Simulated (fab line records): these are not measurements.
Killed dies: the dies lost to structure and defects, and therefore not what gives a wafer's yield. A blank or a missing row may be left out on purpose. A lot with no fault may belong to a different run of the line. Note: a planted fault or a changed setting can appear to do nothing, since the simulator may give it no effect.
The tool behind it: which one? | flow n5Finfet | 11 lots, 33 wafers sampled, at 4 steps of a route of 1938

WHAT THE GAUGES SHOWED, per wafer
The record holds no reading of a measuring or inspecting step that can be judged against a usual standard deviation.

EACH LOT AND THE TOOL THAT RAN IT (in order: tool; ch and the chambers of the sampled wafers; start)
lot  | N5_BEOL_M7_ETCH_41                           | N5_BEOL_M7_DEGAS_44         | N5_BEOL_M7_CVD_78               | N5_BEOL_M7_ANNEAL_51
L501 | rieDiel-02 ch 0,2,3, day 10 07:53 or earlier | pvdSputter-02, day 10 07:53 | cvdCo-01 ch 1,2, day 10 08:35   | rtpAnneal-01 ch 0, day 10 09:02
L503 | rieDiel-04 ch 0,1, day 10 18:07 or earlier   | pvdSputter-02, day 10 18:07 | cvdCo-02 ch 0,1,2, day 10 18:51 | rtpAnneal-02 ch 0, day 10 19:22
L504 | rieDiel-02 ch 0,1, day 10 23:53 or earlier   | pvdSputter-02, day 10 23:53 | cvdCo-01 ch 0,1, day 11 00:25   | rtpAnneal-01 ch 0, day 11 00:55
L505 | rieDiel-05 ch 0,2,3, day 11 03:30 or earlier | pvdSputter-02, day 11 03:30 | cvdCo-01 ch 0,1,2, day 11 04:36 | rtpAnneal-01 ch 0, day 11 06:22
L508 | rieDiel-04 ch 0,2,3, day 12 08:10 or earlier | pvdSputter-03, day 12 08:10 | cvdCo-01 ch 0,1, day 12 08:40   | rtpAnneal-01 ch 0, day 12 09:04
L516 | rieDiel-04 ch 1,2,3, day 13 22:47 or earlier | pvdSputter-02, day 13 22:47 | cvdCo-02 ch 0,1,2, day 13 23:29 | rtpAnneal-02 ch 0, day 14 00:17
L520 | rieDiel-02 ch 1,2,3, day 14 14:46 or earlier | pvdSputter-01, day 14 14:46 | cvdCo-01 ch 0,1, day 14 15:26   | rtpAnneal-01 ch 0, day 14 16:08
L521 | rieDiel-05 ch 0,2,3, day 14 19:35 or earlier | pvdSputter-01, day 14 19:35 | cvdCo-02 ch 1,2, day 14 20:04   | rtpAnneal-02 ch 0, day 14 20:40
L522 | rieDiel-05 ch 1,2,3, day 15 04:36 or earlier | pvdSputter-01, day 15 04:36 | cvdCo-02 ch 0,1, day 15 05:08   | rtpAnneal-01 ch 0, day 15 05:38
L523 | rieDiel-02 ch 1,3, day 15 22:31 or earlier   | pvdSputter-01, day 15 22:31 | cvdCo-02 ch 0,2, day 15 23:08   | rtpAnneal-01 ch 0, day 15 23:45
L524 | rieDiel-05 ch 1,2, day 16 02:41 or earlier   | pvdSputter-02, day 16 02:41 | cvdCo-01 ch 1,2, day 16 03:16   | rtpAnneal-02 ch 0, day 16 03:52
- N5_BEOL_M7_ETCH_41: etches SiCN in CH3F/O2, target depth 31.9 nm, time 57.8 s.
- N5_BEOL_M7_DEGAS_44: time 60 s.
- N5_BEOL_M7_CVD_78: deposits Co from CCTBA/H2, target thk 2 nm, time 142.3 s.
- N5_BEOL_M7_ANNEAL_51: time 90 s.

AS READ BY THE TOOLS THEMSELVES (means over the sampled wafers that have a number; for cases with no such wafer, the mark the record gives instead)
N5_BEOL_M7_ETCH_41. Usual: biasW 75.00 W, standard deviation 0.22; drypumpMotorCurrentA 5.7 A, standard deviation 0.45; oesProductAu 0.80 a.u., standard deviation 0.085; rfVppV 297.6 V, standard deviation 2; showerheadPlenumPTorr 2.01 Torr, standard deviation 0.082; throttleValvePct 16.40 %, standard deviation 0.2.
lot  | tool       | biasW (W) | drypumpMotorCurrentA (A) | oesProductAu (a.u.) | rfVppV (V) | showerheadPlenumPTorr (Torr) | throttleValvePct (%) | flag
L501 | rieDiel-02 | 75.00     | 5.7                      | 0.82                | 298.3      | 2.02                         | 16.35                | 
L503 | rieDiel-04 | 75.20     | 5.0                      | 0.76                | 297.8      | 2.02                         | 16.41                | 
L504 | rieDiel-02 | 74.95     | 5.5                      | 0.77                | 296.9      | 1.98                         | 16.56                | 
L505 | rieDiel-05 | 74.98     | 5.6                      | 0.77                | 296.8      | 1.97                         | 16.32                | 
L508 | rieDiel-04 | 75.06     | 5.7                      | 0.82                | 299.0      | 2.05                         | 16.45                | 
L516 | rieDiel-04 | 75.02     | 5.8                      | 0.85                | 296.8      | 2.00                         | 16.46                | 
L520 | rieDiel-02 | 75.01     | 5.5                      | 0.85                | 297.6      | 2.00                         | 16.32                | 
L521 | rieDiel-05 | 75.19     | 5.6                      | 0.84                | 298.5      | 2.05                         | 16.24                | 
L522 | rieDiel-05 | 75.03     | 5.9                      | 0.74                | 297.2      | 2.00                         | 16.43                | 
L523 | rieDiel-02 | 75.00     | 5.5                      | 0.85                | 296.3      | 1.94                         | 16.40                | 
L524 | rieDiel-05 | 74.77     | 5.8                      | 0.72                | 295.6      | 1.94                         | 16.53                | 

N5_BEOL_M7_DEGAS_44. Usual: heaterPowerW 323 W, standard deviation 26.
lot  | tool          | heaterPowerW (W) | flag
L501 | pvdSputter-02 | 319              | 
L503 | pvdSputter-02 | 324              | 
L504 | pvdSputter-02 | 335              | 
L505 | pvdSputter-02 | 309              | 
L508 | pvdSputter-03 | 335              | 
L516 | pvdSputter-02 | 332              | 
L520 | pvdSputter-01 | 315              | 
L521 | pvdSputter-01 | 316              | 
L522 | pvdSputter-01 | 321              | 
L523 | pvdSputter-01 | 314              | 
L524 | pvdSputter-02 | 331              | 

N5_BEOL_M7_CVD_78. Usual: runLengthS 165.1 s, standard deviation 0.64.
lot  | tool     | runLengthS (s) | flag
L501 | cvdCo-01 | 165.3          | 
L503 | cvdCo-02 | 165.1          | 
L504 | cvdCo-01 | 164.9          | 
L505 | cvdCo-01 | 165.6          | 
L508 | cvdCo-01 | 164.2          | 
L516 | cvdCo-02 | 165.3          | 
L520 | cvdCo-01 | 165.4          | 
L521 | cvdCo-02 | 164.9          | 
L522 | cvdCo-02 | 165.2          | 
L523 | cvdCo-02 | 165.5          | 
L524 | cvdCo-01 | 165.5          | 

N5_BEOL_M7_ANNEAL_51. Usual: wafer_temp_C_max 225.75, standard deviation 0.24.
lot  | tool         | wafer_temp_C_max | flag
L501 | rtpAnneal-01 | 225.65           | 
L503 | rtpAnneal-02 | 226.06           | 
L504 | rtpAnneal-01 | 225.39           | 
L505 | rtpAnneal-01 | 225.51           | 
L508 | rtpAnneal-01 | 225.71           | 
L516 | rtpAnneal-02 | 225.84           | 
L520 | rtpAnneal-01 | 225.60           | 
L521 | rtpAnneal-02 | 226.05           | 
L522 | rtpAnneal-01 | 225.64           | 
L523 | rtpAnneal-01 | 225.55           | 
L524 | rtpAnneal-02 | 225.97           | 

THE ANSWER, worked out from the rows above alone
Rule: a lot counts as off when the mean over its wafers that have a number is more than 3 standard deviations away from the usual mean. Also off: a lot with no number at a reading for which 4 or more lots have one. Where the step has rows for the other lots, those lots are counted as sound. The gauges are gone through in route order, then the tools' own readings, and for those a lot's mean is taken as printed above. At the first step where some lot is off, the reading lying furthest off is the one used; lots without a number count as furthest.
No lot is off on any of the readings shown, so nothing can be concluded from this.

WHAT WAS PUT IN BY THE SIMULATOR
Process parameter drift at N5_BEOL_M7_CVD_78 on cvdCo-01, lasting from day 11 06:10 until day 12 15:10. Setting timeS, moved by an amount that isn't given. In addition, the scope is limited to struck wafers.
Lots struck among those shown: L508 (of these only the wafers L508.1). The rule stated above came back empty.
